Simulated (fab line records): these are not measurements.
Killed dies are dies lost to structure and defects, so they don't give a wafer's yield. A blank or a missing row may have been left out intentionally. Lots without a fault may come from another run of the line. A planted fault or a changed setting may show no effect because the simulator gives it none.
fab line records | flow nand_harc | part 2 of 2: steps 5 to 6 of 6
[record] lots = 20 | wafers = 60 | last_day = 33
route steps=1302 shown A_SOURCE_PLATE@423 A_CHANNEL_HOLE_D1@468
lots that met no fault: taken from a fault-free run of the same line
start_h: hours from the record's first day to the start of the lot's first wafer shown | wait_h: hours since the lot's step before | " identical to the entry in the row above | L1.1+2: a row that stands for several wafers | - either no value or no given start | * or withheld: withheld | < > ~ a bound
route shown NAME@n: a module of which the file shows steps, and the number in the route of the first | usual: mean/standard deviation taken from wafers without a fault | same: alike in all rows | chamber/n: place in a boat | sites: readings site by site | _std_site: standard deviation across them | _edge_site: outer sites' mean less inner sites' | radius_mm: for every site, how far away it sits from the centre of the wafer | mask NAME#n: copy n | behind: the tool/chamber that last shaped the wafer | hold: why the lot went on hold/how many hours it stayed there/how the hold came to an end | device: the transistor (n, p or np) that didn't switch | end of line: the tests these same wafers got at the end of their route | a step with no rows: only its recipe | killed: count of dies lost to structure and defects at first sort (not the wafer's yield) | map: dies across one wafer; x = killed, . = not, _ = none there
set.NAME: the run value of the setting; set.NAME@STEP: its run value at that earlier step | model.NAME: the simulator's own value behind a step, which no gauge read
a sample of lots followed through the steps of the route, with each step as a table and each wafer as a row
services: a tool's chamber out of use, with start hour (start_h, from the record's first day; less than 0 if before it), hours out, and reason
[[steps]]
[step NHARC_A_CHANNEL_HOLE_D1_ETCH_20]
[recipe] bias_v = 3000 | source_w = withheld | pressure_mtorr = 20 | time_s = 361.9 | ar_flow_sccm = 375 | c4f8_flow_sccm = 89.3 | o2_flow_sccm = 35.7 | temp_c = -20 | target_depth_a = 16000 | chemistry = C4F8/O2/Ar
[usual] c4f8_flow_sccm = 89.30/0.28 | drypump_motor_current_A = 6.0/0.62 | mfc_ar_sccm = 375.3/1.2 | showerhead_plenum_p_Torr = 3.58/0.087 | throttle_valve_pct = 32.155/0.0091
lot.wafer | tool        | chamber | start_h | wait_h | c4f8_flow_sccm | drypump_motor_current_A | mfc_ar_sccm | rf_hours_counter_h | showerhead_plenum_p_Torr | throttle_valve_pct
L075.2    | har_etch-02 | 0       | 160.19  | 0.1    | 89.52          | 4.9                     | 376.0       | 286                | 3.53                     | 32.160
L075.1    | "           | 1       | "       | "      | 89.35          | 5.1                     | 374.2       | 293                | 3.77                     | 32.153
L075.3    | "           | 0       | "       | "      | 88.77          | 4.9                     | 375.7       | -                  | 3.53                     | 32.167
L074.3    | har_etch-01 | 1       | 167.04  | 0.2    | 89.04          | 6.4                     | 375.7       | -                  | 3.66                     | 32.155
L074.4    | "           | 0       | "       | "      | 89.42          | 6.2                     | 375.3       | -                  | 3.54                     | 32.179
L074.5    | "           | 0       | "       | "      | 89.40          | 6.2                     | 375.3       | -                  | 3.54                     | 32.152
L076.1    | har_etch-01 | 0       | 183.01  | 0.1    | 89.32          | 6.3                     | 375.0       | 100                | 3.54                     | 32.170
L076.3    | "           | 0       | "       | "      | 88.94          | 6.3                     | 375.8       | -                  | 3.54                     | 32.160
L076.5    | "           | 1       | "       | "      | 89.06          | 6.4                     | 374.6       | -                  | 3.65                     | 32.157
L077.3    | har_etch-01 | 0       | 187.29  | 0.2    | 89.25          | 6.3                     | 375.2       | -                  | 3.54                     | 32.132
L077.5    | "           | 0       | "       | "      | 89.20          | 6.3                     | 377.3       | -                  | 3.54                     | 32.141
L077.6    | "           | 1       | "       | "      | 89.55          | 6.4                     | 375.6       | -                  | 3.65                     | 32.156
L078.2    | har_etch-01 | 0       | 196.32  | 0.1    | 89.25          | 6.3                     | 377.6       | 108                | 3.53                     | 32.147
L078.1    | "           | 1       | "       | "      | 89.57          | 6.4                     | 376.6       | 108                | 3.65                     | 32.150
L078.5    | "           | 1       | "       | "      | 89.58          | 6.5                     | 376.4       | -                  | 3.65                     | 32.149
L079.1    | har_etch-01 | 1       | 215.64  | 0.1    | 89.54          | 6.5                     | 374.4       | 119                | 3.64                     | 32.166
L079.3    | "           | 0       | "       | "      | 89.35          | 6.2                     | 374.3       | -                  | 3.53                     | 32.166
L079.6    | "           | 1       | "       | "      | 89.25          | 6.5                     | 375.4       | -                  | 3.64                     | 32.157
L080.3    | har_etch-02 | 0       | 217.28  | 0.2    | 89.38          | 4.9                     | 375.1       | -                  | 3.51                     | 32.143
L080.5    | "           | 0       | "       | "      | 89.56          | 4.9                     | 374.3       | -                  | 3.51                     | 32.153
L080.6    | "           | 1       | "       | "      | 89.01          | 5.1                     | 376.9       | -                  | 3.75                     | 32.141
L082.2    | har_etch-01 | 1       | 237.47  | 0.1    | 89.26          | 6.5                     | 375.2       | 131                | 3.64                     | 32.163
L082.3    | "           | 1       | "       | "      | 89.51          | 6.5                     | 374.0       | -                  | 3.64                     | 32.145
L082.4    | "           | 0       | "       | "      | 89.40          | 6.3                     | 378.4       | -                  | 3.52                     | 32.157
L081.1    | har_etch-02 | 1       | 238.73  | 0.1    | 89.11          | 5.2                     | 373.2       | 339                | 3.74                     | 32.144
L081.4    | "           | 1       | "       | "      | 89.14          | 5.1                     | 374.6       | -                  | 3.74                     | 32.159
L081.6    | "           | 1       | "       | "      | 88.85          | 5.1                     | 374.1       | -                  | 3.74                     | 32.156
L084.1    | har_etch-01 | 1       | 251.20  | 0.1    | 89.14          | 6.5                     | 374.9       | 138                | 3.63                     | 32.166
L084.2    | "           | 0       | "       | "      | 89.30          | 6.3                     | 374.2       | 138                | 3.52                     | 32.153
L084.4    | "           | 1       | "       | "      | 89.48          | 6.4                     | 375.3       | -                  | 3.63                     | 32.158
L083.2    | har_etch-02 | 1       | 253.33  | 0.1    | 89.08          | 5.1                     | 377.4       | 347                | 3.74                     | 32.154
L083.1    | "           | 0       | "       | "      | 88.99          | 4.9                     | 374.9       | 339                | 3.50                     | 32.153
L083.6    | "           | 0       | "       | "      | 89.43          | 4.9                     | 375.0       | -                  | 3.50                     | 32.165
L085.2    | har_etch-01 | 0       | 271.31  | 0.1    | 89.28          | 6.3                     | 374.8       | 150                | 3.51                     | 32.160
L085.4    | "           | 0       | "       | "      | 89.42          | 6.3                     | 372.8       | -                  | 3.51                     | 32.144
L085.6    | "           | 1       | "       | "      | 88.93          | 6.4                     | 377.3       | -                  | 3.63                     | 32.145
L087.2    | har_etch-01 | 0       | 282.62  | 0.1    | 89.47          | 6.2                     | 375.7       | 157                | 3.51                     | 32.162
L087.1    | "           | 1       | "       | "      | 89.16          | 6.5                     | 375.0       | 157                | 3.62                     | 32.143
L087.5    | "           | 1       | "       | "      | 89.13          | 6.4                     | 374.9       | -                  | 3.62                     | 32.157
L088.3    | har_etch-01 | 1       | 300.05  | 0.2    | 89.81          | 6.5                     | 374.2       | -                  | 3.62                     | 32.160
L088.4    | "           | 0       | "       | "      | 89.32          | 6.3                     | 373.3       | -                  | 3.50                     | 32.156
L088.5    | "           | 0       | "       | "      | 89.08          | 6.3                     | 373.9       | -                  | 3.50                     | 32.163
L090.1    | har_etch-01 | 1       | 320.43  | 0.1    | 89.62          | 6.5                     | 374.9       | 173                | 3.61                     | 32.158
L090.2    | "           | 0       | "       | "      | 89.15          | 6.3                     | 377.0       | 173                | 3.50                     | 32.150
L090.5    | "           | 0       | "       | "      | 89.42          | 6.3                     | 375.7       | -                  | 3.50                     | 32.149
L092.2    | har_etch-02 | 0       | 342.13  | 0.1    | 88.99          | 4.9                     | 376.2       | 393                | 3.47                     | 32.143
L092.1    | "           | 1       | "       | "      | 89.75          | 5.1                     | 375.8       | 400                | 3.71                     | 32.169
L092.5    | "           | 0       | "       | "      | 88.62          | 4.9                     | 376.9       | -                  | 3.47                     | 32.149
L094.1    | har_etch-01 | 1       | 363.87  | 0.1    | 89.44          | 6.5                     | 375.3       | 203                | 3.60                     | 32.145
L094.2    | "           | 0       | "       | "      | 89.05          | 6.2                     | 374.6       | 203                | 3.48                     | 32.156
L094.6    | "           | 0       | "       | "      | 88.88          | 6.3                     | 375.6       | -                  | 3.48                     | 32.159
L095.2    | har_etch-01 | 0       | 372.27  | 0.1    | 89.50          | 6.3                     | 374.0       | 211                | 3.48                     | 32.155
L095.3    | "           | 1       | "       | "      | 89.52          | 6.4                     | 376.9       | -                  | 3.59                     | 32.166
L095.6    | "           | 0       | "       | "      | 89.44          | 6.3                     | 375.3       | -                  | 3.48                     | 32.157
L096.1    | har_etch-01 | 0       | 376.44  | 0.1    | 88.79          | 6.3                     | 373.4       | 215                | 3.48                     | 32.151
L096.3    | "           | 1       | "       | "      | 88.85          | 6.5                     | 373.7       | -                  | 3.59                     | 32.157
L096.4    | "           | 0       | "       | "      | 88.99          | 6.3                     | 374.7       | -                  | 3.48                     | 32.153
L097.1    | har_etch-01 | 0       | 384.77  | 0.1    | 89.54          | 6.3                     | 372.8       | 223                | 3.47                     | 32.168
L097.3    | "           | 0       | "       | "      | 89.14          | 6.3                     | 375.6       | -                  | 3.47                     | 32.155
L097.6    | "           | 0       | "       | "      | 89.51          | 6.3                     | 375.2       | -                  | 3.47                     | 32.157
[step NHARC_A_CHANNEL_HOLE_D1_STRIP_27]
[recipe] o2_flow_sccm = 500 | ar_flow_sccm = 0 | bias_w = 0 | chemistry = O2
[usual] drypump_motor_current_A = 5.7/0.38 | mfc_ar_sccm = 0.012/0.016 | oes_product_au = 0.998/0.0082 | rf_vpp_V = 57.7/0.89 | showerhead_plenum_p_Torr = 3.47/0.14 | throttle_valve_pct = 17.037/0.0098
lot.wafer | tool        | chamber | start_h | wait_h | drypump_motor_current_A | mfc_ar_sccm | oes_product_au | rf_hours_counter_h | rf_vpp_V | showerhead_plenum_p_Torr | throttle_valve_pct
L075.3    | rie_diel-04 | 0       | -       | -      | 5.9                     | 0           | 0.994          | 0                  | 57.2     | 3.29                     | 17.043
L075.2    | "           | 1       | "       | "      | 6.0                     | 0.029       | 1.016          | 0                  | 55.7     | 3.54                     | 17.034
L075.1    | "           | 2       | "       | "      | 5.6                     | 0.036       | 0.993          | 0                  | 57.8     | 3.37                     | 17.046
L074.3    | rie_diel-13 | 3       | -       | -      | 5.1                     | 0.038       | 0.988          | 2                  | 58.7     | 3.32                     | 17.051
L074.4    | "           | 2       | "       | "      | 5.9                     | 0.002       | 0.997          | 2                  | 58.7     | 3.55                     | 17.033
L074.5    | "           | 0       | "       | "      | 6.0                     | 0           | 0.990          | -                  | 57.2     | 3.37                     | 17.028
L076.1    | rie_diel-13 | 2       | -       | -      | 5.9                     | 0.002       | 0.991          | 3                  | 57.3     | 3.55                     | 17.056
L076.3    | "           | 3       | "       | "      | 5.2                     | 0.038       | 0.992          | 4                  | 56.2     | 3.32                     | 17.032
L076.5    | "           | 1       | "       | "      | 5.3                     | 0           | 1.002          | -                  | 57.6     | 3.66                     | 17.034
L077.3    | rie_diel-13 | 2       | -       | -      | 5.9                     | 0.002       | 0.997          | 3                  | 56.9     | 3.55                     | 17.052
L077.6    | "           | 2       | "       | "      | 5.9                     | 0.002       | 0.983          | -                  | 57.1     | 3.55                     | 17.032
L077.5    | "           | 1       | "       | "      | 5.3                     | 0           | 0.992          | -                  | 57.4     | 3.66                     | 17.040
L078.2    | rie_diel-13 | 2       | -       | -      | 5.9                     | 0.002       | 0.988          | 4                  | 56.8     | 3.55                     | 17.037
L078.1    | "           | 1       | "       | "      | 5.3                     | 0           | 0.995          | 5                  | 56.8     | 3.66                     | 17.048
L078.5    | "           | 3       | "       | "      | 5.1                     | 0.038       | 0.989          | -                  | 56.2     | 3.32                     | 17.026
L079.1    | rie_diel-13 | 0       | -       | -      | 6.0                     | 0           | 0.994          | 7                  | 57.3     | 3.37                     | 17.054
L079.3    | "           | 3       | "       | "      | 5.1                     | 0.038       | 0.995          | 7                  | 57.1     | 3.32                     | 17.067
L079.6    | "           | 0       | "       | "      | 6.0                     | 0           | 0.988          | -                  | 58.1     | 3.37                     | 17.026
L080.3    | rie_diel-13 | 1       | -       | -      | 5.3                     | 0           | 0.993          | 6                  | 58.1     | 3.66                     | 17.044
L080.6    | "           | 2       | "       | "      | 5.9                     | 0.002       | 0.999          | -                  | 58.0     | 3.55                     | 17.056
L080.5    | "           | 3       | "       | "      | 5.2                     | 0.038       | 0.996          | -                  | 57.2     | 3.32                     | 17.023
L082.2    | rie_diel-13 | 0       | -       | -      | 6.0                     | 0           | 0.990          | 9                  | 57.0     | 3.37                     | 17.040
L082.3    | "           | 2       | "       | "      | 5.9                     | 0.002       | 0.989          | 7                  | 58.9     | 3.55                     | 17.031
L082.4    | "           | 3       | "       | "      | 5.2                     | 0.038       | 1.001          | 9                  | 57.6     | 3.32                     | 17.030
L081.1    | rie_diel-13 | 1       | -       | -      | 5.3                     | 0           | 0.987          | 8                  | 57.9     | 3.66                     | 17.030
L081.4    | "           | 3       | "       | "      | 5.1                     | 0.038       | 0.988          | 9                  | 59.5     | 3.32                     | 17.047
L081.6    | "           | 2       | "       | "      | 5.9                     | 0.002       | 0.989          | -                  | 58.7     | 3.55                     | 17.043
L083.1    | rie_diel-13 | 0       | -       | -      | 6.0                     | 0           | 1.002          | 11                 | 57.7     | 3.37                     | 17.045
L083.2    | "           | 1       | "       | "      | 5.3                     | 0           | 0.998          | 9                  | 58.4     | 3.66                     | 17.023
L083.6    | "           | 3       | "       | "      | 5.2                     | 0.038       | 0.996          | -                  | 58.1     | 3.32                     | 17.059
L084.4    | rie_diel-13 | 3       | -       | -      | 5.2                     | 0.038       | 0.998          | 11                 | 56.7     | 3.32                     | 17.035
L084.1    | "           | 0       | "       | "      | 6.0                     | 0           | 0.989          | 12                 | 58.3     | 3.37                     | 17.027
L084.2    | "           | 1       | "       | "      | 5.3                     | 0           | 0.994          | 10                 | 58.8     | 3.66                     | 17.033
L085.4    | rie_diel-13 | 2       | -       | -      | 5.9                     | 0.002       | 0.995          | 11                 | 57.1     | 3.55                     | 17.031
L085.2    | "           | 3       | "       | "      | 5.2                     | 0.038       | 0.995          | 13                 | 56.9     | 3.32                     | 17.037
L085.6    | "           | 2       | "       | "      | 5.9                     | 0.002       | 0.995          | -                  | 58.9     | 3.55                     | 17.048
L087.1    | rie_diel-13 | 2       | -       | -      | 5.9                     | 0.002       | 0.994          | 12                 | 57.4     | 3.55                     | 17.036
L087.2    | "           | 3       | "       | "      | 5.2                     | 0.038       | 0.992          | 14                 | 56.3     | 3.32                     | 17.033
L087.5    | "           | 2       | "       | "      | 5.9                     | 0.002       | 0.993          | -                  | 58.5     | 3.55                     | 17.037
L088.3    | rie_diel-13 | 0       | -       | -      | 6.0                     | 0           | 0.992          | 15                 | 59.0     | 3.37                     | 17.045
L088.5    | "           | 2       | "       | "      | 5.9                     | 0.002       | 0.983          | -                  | 58.2     | 3.54                     | 17.054
L088.4    | "           | 1       | "       | "      | 5.3                     | 0           | 0.996          | -                  | 58.2     | 3.66                     | 17.022
L090.1    | rie_diel-04 | 3       | -       | -      | 6.1                     | 0           | 1.004          | 56                 | 55.8     | 3.32                     | 17.054
L090.2    | "           | 1       | "       | "      | 5.9                     | 0.029       | 0.997          | 50                 | 55.3     | 3.51                     | 17.028
L090.5    | "           | 0       | "       | "      | 5.9                     | 0           | 0.995          | -                  | 58.1     | 3.26                     | 17.031
L092.1    | rie_diel-13 | 0       | -       | -      | 6.0                     | 0           | 0.990          | 1                  | 57.5     | 3.37                     | 17.044
L092.2    | "           | 2       | "       | "      | 5.9                     | 0.002       | 1.001          | 2                  | 57.5     | 3.54                     | 17.023
L092.5    | "           | 3       | "       | "      | 5.1                     | 0.038       | 1.000          | -                  | 58.2     | 3.32                     | 17.025
L094.1    | rie_diel-13 | 3       | -       | -      | 5.2                     | 0.038       | 0.992          | 3                  | 57.1     | 3.32                     | 17.029
L094.2    | "           | 1       | "       | "      | 5.3                     | 0           | 0.986          | 3                  | 58.4     | 3.65                     | 17.049
L094.6    | "           | 3       | "       | "      | 5.2                     | 0.038       | 0.998          | -                  | 57.4     | 3.32                     | 17.032
L095.2    | rie_diel-13 | 2       | -       | -      | 5.9                     | 0.002       | 1.008          | 4                  | 59.0     | 3.54                     | 17.044
L095.3    | "           | 1       | "       | "      | 5.3                     | 0           | 1.010          | 4                  | 57.8     | 3.65                     | 17.035
L095.6    | "           | 1       | "       | "      | 5.3                     | 0           | 1.000          | -                  | 58.3     | 3.65                     | 17.034
L096.4    | rie_diel-05 | 3       | -       | -      | 5.2                     | 0.006       | 1.000          | 58                 | 57.2     | 3.74                     | 17.034
L096.1    | "           | 0       | "       | "      | 6.3                     | 0.024       | 0.999          | 61                 | 56.1     | 3.29                     | 17.042
L096.3    | "           | 1       | "       | "      | 5.4                     | 0.029       | 0.998          | 59                 | 57.9     | 3.59                     | 17.038
L097.1    | rie_diel-13 | 1       | -       | -      | 5.3                     | 0           | 1.019          | 5                  | 59.3     | 3.65                     | 17.034
L097.3    | "           | 2       | "       | "      | 5.9                     | 0.002       | 1.002          | 5                  | 56.6     | 3.54                     | 17.039
L097.6    | "           | 1       | "       | "      | 5.3                     | 0           | 1.003          | -                  | 59.8     | 3.65                     | 17.042
[[services]]
tool        | chamber | start_h | hours | kind
rie_diel-13 | -       | 141.03  | 9.0   | pm
rie_diel-13 | 0       | 141.03  | 9.0   | vent_cycle
rie_diel-13 | 1       | 141.03  | 9.0   | vent_cycle
rie_diel-13 | 2       | 141.03  | 9.0   | vent_cycle
rie_diel-13 | 3       | 141.03  | 9.0   | vent_cycle
rie_diel-13 | 0       | 150.03  | -     | clean
rie_diel-13 | 1       | 150.03  | -     | clean
rie_diel-13 | 2       | 150.03  | -     | clean
rie_diel-04 | -       | 154.16  | 9.0   | pm
rie_diel-05 | 1       | 164.73  | 3.1   | repair
rie_diel-04 | 1       | 198.23  | 12.1  | repair
rie_diel-13 | 1       | 204.07  | 6.0   | repair
rie_diel-05 | -       | 205.60  | 9.0   | pm
rie_diel-04 | 2       | 217.82  | 8.8   | repair
rie_diel-04 | -       | 234.19  | 1.2   | repair
rie_diel-04 | 2       | 270.83  | 14.8  | repair
rie_diel-13 | 3       | 297.51  | 8.8   | repair
rie_diel-05 | 3       | 300.11  | 16.5  | repair
rie_diel-04 | 3       | 306.72  | 6.5   | repair
rie_diel-13 | -       | 318.03  | 9.0   | pm
rie_diel-04 | -       | 331.16  | 9.0   | pm
rie_diel-05 | -       | 355.45  | 0.1   | repair
har_etch-02 | -       | 358.22  | 17.0  | pm
rie_diel-13 | 3       | 375.70  | 2.8   | repair
